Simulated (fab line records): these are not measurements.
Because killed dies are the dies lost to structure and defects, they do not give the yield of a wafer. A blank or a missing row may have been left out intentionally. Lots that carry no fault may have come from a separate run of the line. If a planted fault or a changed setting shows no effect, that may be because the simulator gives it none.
Chamber matching -- flow n5_finfet -- 4 sister chambers for N5_FIN_SAQP_HM_OPEN_73 on rie_diel-01
The step chemistry CHF3/O2, target SiO2, stops on a-Si, target depth 12 nm, time 16.8 s. 4 wafers are shown with their chamber, then 12 later ones without.

## EACH WAFER AND ITS CHAMBER
wafer,chamber,rf_vpp_V (V)
L089.6,1,530
L091.1,0,539
L091.2,3,539
L091.3,2,493

## WAFERS MISSING THEIR CHAMBER
wafer,rf_vpp_V (V)
L091.4,531
L091.5,539
L091.6,491
L093.2,538
L093.3,531
L093.4,537
L094.3,539
L094.4,531
L094.6,536
L097.2,539
L097.4,539
L097.6,492

## WHICH CHAMBER EACH ONE RAN IN
wafer,from the rows above,in truth
L091.4,1,1
L091.5,can't be placed: 0 or 3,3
L091.6,2,2
L093.2,can't be placed: 0 or 3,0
L093.3,1,1
L093.4,can't be placed: 0 or 3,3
L094.3,can't be placed: 0 or 3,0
L094.4,1,1
L094.6,can't be placed: 0 or 3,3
L097.2,can't be placed: 0 or 3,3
L097.4,can't be placed: 0 or 3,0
L097.6,2,2
Correctly placed: 5 of 12. Cannot be placed on the basis of these rows: 7; the candidates contain the true chamber in 7. Number placed wrongly: 0.
How it was worked out, from the rows above alone: a wafer's distance from a chamber is the root of the sum, over the readings, of the square of ((its reading less the chamber's mean) divided by the reading's scatter). The wafer belongs to the nearest chamber; if the next one is less than 2 further off, it can't be placed. A chamber's mean is the mean of its shown wafers. The scatter: with one shown wafer a chamber, the root of the mean of the squares of how far each hidden wafer lies from its nearest shown one.
